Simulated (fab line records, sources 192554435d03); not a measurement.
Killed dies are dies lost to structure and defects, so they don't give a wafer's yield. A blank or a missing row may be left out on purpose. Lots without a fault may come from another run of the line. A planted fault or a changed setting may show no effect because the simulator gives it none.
Chamber matching | flow n5_finfet | N5_BEOL_M8_ALD_77 on ald_metal-03: 4 sister chambers
The step deposits TaN, target thk 2 nm, pulse time 2 s, purge time 3 s. 20 wafers are shown with their chamber, then 10 later ones without.

WAFERS WITH THEIR CHAMBER
wafer  | chamber | heater_power_w (W)
L075.3 | 1       | 376
L075.4 | 3       | 422
L075.6 | 1       | 381
L074.3 | 1       | 378
L074.5 | 2       | 429
L074.6 | 3       | 419
L077.2 | 3       | 420
L077.5 | 1       | 380
L077.6 | 0       | 378
L080.1 | 1       | 380
L080.2 | 2       | 426
L080.4 | 3       | 420
L081.2 | 0       | 369
L081.5 | 1       | 384
L081.6 | 2       | 426
L084.3 | 1       | 371
L084.4 | 0       | 371
L084.6 | 1       | 386
L087.3 | 2       | 431
L087.4 | 0       | 369

SIGNATURES (means of the wafers above)
reading        | chamber 0 | chamber 1 | chamber 2 | chamber 3 | scatter within a chamber
heater_power_w | 371.75    | 379.50    | 428.00    | 420.25    | 3.79
Rule: a wafer's distance from a chamber is the root of the sum, over the readings, of the square of ((its reading less the chamber's mean) divided by the reading's scatter). The wafer belongs to the nearest chamber; if the next one is less than 2 further off, it can't be placed. The scatter: the root of (the sum of the squares of (reading less its chamber's mean) over the shown wafers, divided by (wafers less chambers)).

WAFERS WITHOUT THEIR CHAMBER
wafer  | heater_power_w (W)
L087.5 | 377
L090.2 | 385
L090.5 | 414
L090.6 | 427
L089.1 | 426
L089.5 | 446
L089.6 | 382
L097.1 | 423
L097.3 | 388
L097.5 | 415

WHICH CHAMBER EACH WENT THROUGH
wafer  | from the rows above     | in truth
L087.5 | can't be placed: 1 or 0 | 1
L090.2 | 1                       | 1
L090.5 | 3                       | 3
L090.6 | can't be placed: 2 or 3 | 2
L089.1 | can't be placed: 2 or 3 | 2
L089.5 | 2                       | 2
L089.6 | 1                       | 1
L097.1 | can't be placed: 3 or 2 | 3
L097.3 | 1                       | 1
L097.5 | 3                       | 3
Placed correctly: 6 of 10. Can't be placed from these rows: 4 (the true chamber is among the candidates in 4). Placed wrongly: 0.
